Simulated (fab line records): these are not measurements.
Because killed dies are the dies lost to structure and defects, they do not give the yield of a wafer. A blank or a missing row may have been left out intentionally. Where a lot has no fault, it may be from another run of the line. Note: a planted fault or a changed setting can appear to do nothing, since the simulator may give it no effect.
8D (eight disciplines) problem report, filled in by code :: flow n5 finfet :: the parts of the form that need people (team, actions taken, sign-off) are left out

== 1. THE PROBLEM ==
Mean of spin speed rpm at N5_BEOL_M5_COAT_05: 1704.5 rpm across 6 wafers in 2 lots; on wafers with no fault it is 1499.9 rpm (standard deviation 1.1). So: +99 or more standard deviations from the usual mean.
The step: resist thk 30 nm.
First observed at day 13 01:11: wafer L277.1, on litho track-03. At this step, 18 wafers from 6 lots have a number in the record. Rule for "out", or "out of limits": more than 4 standard deviations from the usual mean. The rest of the wafers with a number are treated as sound.

== 2. WHAT THIS IS AND IS NOT ==
question: which readings at this step
is: spin speed rpm
is not: chill plate temp C

question: which lots
is: L276, L277
is not: L257, L259, L266, L273

question: which wafers of those lots
is: all that have a number
is not: -

question: read on which tools
is: litho track-03
is not: litho track-04, litho track-05

question: when
is: from day 13 01:11
is not: up to then (12 sound wafers)

== 3. THE SUSPECTS, EACH WITH WHAT RULES IT OUT ==
Counting: a tool at any process step up to the reading remains a suspect when it ran all the lots that are out and ran no sound lot after the first of those.
- litho track-03 at N5_BEOL_M5_COAT_05 (resist thk 30 nm): kept. It processed each lot that is out, first L277 at day 13 01:11, and no sound lot thereafter; up to then, the last sound lot it processed was L259 at day 9 04:38. Its own readings are out on those wafers: spin speed rpm.
After counting, what remains is litho track-03 at N5_BEOL_M5_COAT_05.

== 4. THE CAUSE (what the simulator had put in) ==
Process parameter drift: litho track-03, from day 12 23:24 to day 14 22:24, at N5_BEOL_M5_COAT_05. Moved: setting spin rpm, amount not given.
After counting, this tool was the only one left.

== 5. THE CHAIN OF EFFECTS, in route order ==
Rows list readings where the struck wafers' mean (over those with a number) sits beyond 3 standard deviations from the usual. Only readings for which the record gives a usual standard deviation are gone through. hours: the time from each lot's start at the first step in this table that gives one to its start at this step, as a median over the lots. sigmas: the change in usual standard deviations.
hours: 0
step: N5_BEOL_M5_COAT_05
reading: spin speed rpm
usual: 1499.9 rpm
on struck wafers: 1704.5
change: +204.6
sigmas: +99 or more
It contains these process steps:
- N5_BEOL_M5_COAT_05: resist thk 30 nm.
At these later measuring or inspecting steps, every struck wafer for which the step has a row has a number for every such reading, and none has moved that far: N5_BEOL_M5_CD_MEAS_11, N5_BEOL_M5_OVL_MEAS_12, N5_BEOL_M5_INSPECT_13.

== 6. WHAT WOULD HAVE CAUGHT IT SOONER ==
First out-of-limits reading in this record: day 13 01:11, which is 2 hours after fault onset at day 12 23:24.
